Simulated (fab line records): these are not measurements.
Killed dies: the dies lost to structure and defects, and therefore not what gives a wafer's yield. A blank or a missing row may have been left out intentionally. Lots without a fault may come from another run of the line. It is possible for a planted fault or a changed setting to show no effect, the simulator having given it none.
Chamber matching / flow n5-finfet / N5_BEOL_M8_STRIP_36 on rie-diel-06 has 4 sister chambers
The step strips in N2/H2. 18 wafers are shown with their chamber, then 9 later ones without.

## WAFERS, EACH WITH ITS CHAMBER
wafer=L077.1; chamber=1; drypump-motor-current-A (A)=5.7; showerhead-plenum-p-Torr (Torr)=2.56; throttle-valve-pct (%)=23.68
wafer=L077.2; chamber=2; drypump-motor-current-A (A)=5.1; showerhead-plenum-p-Torr (Torr)=2.63; throttle-valve-pct (%)=23.69
wafer=L077.5; chamber=0; drypump-motor-current-A (A)=6.0; showerhead-plenum-p-Torr (Torr)=2.51; throttle-valve-pct (%)=23.96
wafer=L081.1; chamber=0; drypump-motor-current-A (A)=6.0; showerhead-plenum-p-Torr (Torr)=2.50; throttle-valve-pct (%)=24.02
wafer=L081.3; chamber=3; drypump-motor-current-A (A)=5.9; showerhead-plenum-p-Torr (Torr)=2.52; throttle-valve-pct (%)=23.65
wafer=L081.6; chamber=3; drypump-motor-current-A (A)=5.9; showerhead-plenum-p-Torr (Torr)=2.52; throttle-valve-pct (%)=23.65
wafer=L083.1; chamber=3; drypump-motor-current-A (A)=5.9; showerhead-plenum-p-Torr (Torr)=2.52; throttle-valve-pct (%)=23.64
wafer=L083.4; chamber=3; drypump-motor-current-A (A)=5.9; showerhead-plenum-p-Torr (Torr)=2.52; throttle-valve-pct (%)=23.66
wafer=L083.6; chamber=0; drypump-motor-current-A (A)=6.0; showerhead-plenum-p-Torr (Torr)=2.50; throttle-valve-pct (%)=24.00
wafer=L086.1; chamber=1; drypump-motor-current-A (A)=5.7; showerhead-plenum-p-Torr (Torr)=2.55; throttle-valve-pct (%)=23.72
wafer=L086.4; chamber=3; drypump-motor-current-A (A)=5.9; showerhead-plenum-p-Torr (Torr)=2.52; throttle-valve-pct (%)=23.67
wafer=L086.6; chamber=2; drypump-motor-current-A (A)=5.1; showerhead-plenum-p-Torr (Torr)=2.62; throttle-valve-pct (%)=23.70
wafer=L090.1; chamber=3; drypump-motor-current-A (A)=5.8; showerhead-plenum-p-Torr (Torr)=2.51; throttle-valve-pct (%)=23.70
wafer=L090.4; chamber=1; drypump-motor-current-A (A)=5.7; showerhead-plenum-p-Torr (Torr)=2.55; throttle-valve-pct (%)=23.74
wafer=L090.5; chamber=1; drypump-motor-current-A (A)=5.7; showerhead-plenum-p-Torr (Torr)=2.55; throttle-valve-pct (%)=23.74
wafer=L093.1; chamber=3; drypump-motor-current-A (A)=5.9; showerhead-plenum-p-Torr (Torr)=2.51; throttle-valve-pct (%)=23.71
wafer=L093.3; chamber=2; drypump-motor-current-A (A)=5.1; showerhead-plenum-p-Torr (Torr)=2.61; throttle-valve-pct (%)=23.75
wafer=L093.5; chamber=2; drypump-motor-current-A (A)=5.1; showerhead-plenum-p-Torr (Torr)=2.61; throttle-valve-pct (%)=23.74

SIGNATURES (averages over the wafers above)
reading=drypump-motor-current-A; chamber 0=6.000; chamber 1=5.700; chamber 2=5.100; chamber 3=5.886; scatter within a chamber=0.0247
reading=showerhead-plenum-p-Torr; chamber 0=2.5033; chamber 1=2.5525; chamber 2=2.6175; chamber 3=2.5171; scatter within a chamber=0.00632
reading=throttle-valve-pct; chamber 0=23.9933; chamber 1=23.7200; chamber 2=23.7200; chamber 3=23.6686; scatter within a chamber=0.0282
Rule: for each reading, subtract the chamber's mean from the wafer's reading, divide by that reading's scatter and square the result; add these up over the readings and take the root, which gives the wafer's distance from the chamber. The wafer belongs to the nearest chamber; if the next one is less than 2 further off, it can't be placed. The scatter: the root of (the sum of the squares of (reading less its chamber's mean) over the shown wafers, divided by (wafers less chambers)).

## WAFERS MISSING THEIR CHAMBER
wafer=L091.1; drypump-motor-current-A (A)=5.8; showerhead-plenum-p-Torr (Torr)=2.55; throttle-valve-pct (%)=23.74
wafer=L091.4; drypump-motor-current-A (A)=5.8; showerhead-plenum-p-Torr (Torr)=2.51; throttle-valve-pct (%)=23.69
wafer=L091.6; drypump-motor-current-A (A)=5.7; showerhead-plenum-p-Torr (Torr)=2.55; throttle-valve-pct (%)=23.77
wafer=L097.4; drypump-motor-current-A (A)=5.0; showerhead-plenum-p-Torr (Torr)=2.61; throttle-valve-pct (%)=23.75
wafer=L097.5; drypump-motor-current-A (A)=5.7; showerhead-plenum-p-Torr (Torr)=2.54; throttle-valve-pct (%)=23.78
wafer=L097.6; drypump-motor-current-A (A)=5.9; showerhead-plenum-p-Torr (Torr)=2.50; throttle-valve-pct (%)=23.74
wafer=L094.1; drypump-motor-current-A (A)=5.7; showerhead-plenum-p-Torr (Torr)=2.54; throttle-valve-pct (%)=23.76
wafer=L094.4; drypump-motor-current-A (A)=5.8; showerhead-plenum-p-Torr (Torr)=2.54; throttle-valve-pct (%)=23.74
wafer=L094.5; drypump-motor-current-A (A)=5.1; showerhead-plenum-p-Torr (Torr)=2.61; throttle-valve-pct (%)=23.74

## EACH ONE'S CHAMBER
wafer=L091.1; from the rows above=1; in truth=1
wafer=L091.4; from the rows above=3; in truth=3
wafer=L091.6; from the rows above=1; in truth=1
wafer=L097.4; from the rows above=2; in truth=2
wafer=L097.5; from the rows above=1; in truth=1
wafer=L097.6; from the rows above=3; in truth=3
wafer=L094.1; from the rows above=1; in truth=1
wafer=L094.4; from the rows above=can't be placed: 1 or 3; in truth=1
wafer=L094.5; from the rows above=2; in truth=2
Correct placement for 8 of the 9. From these rows, 1 cannot be placed; in 1 the true chamber is one of the candidates. Wrongly placed: 0.
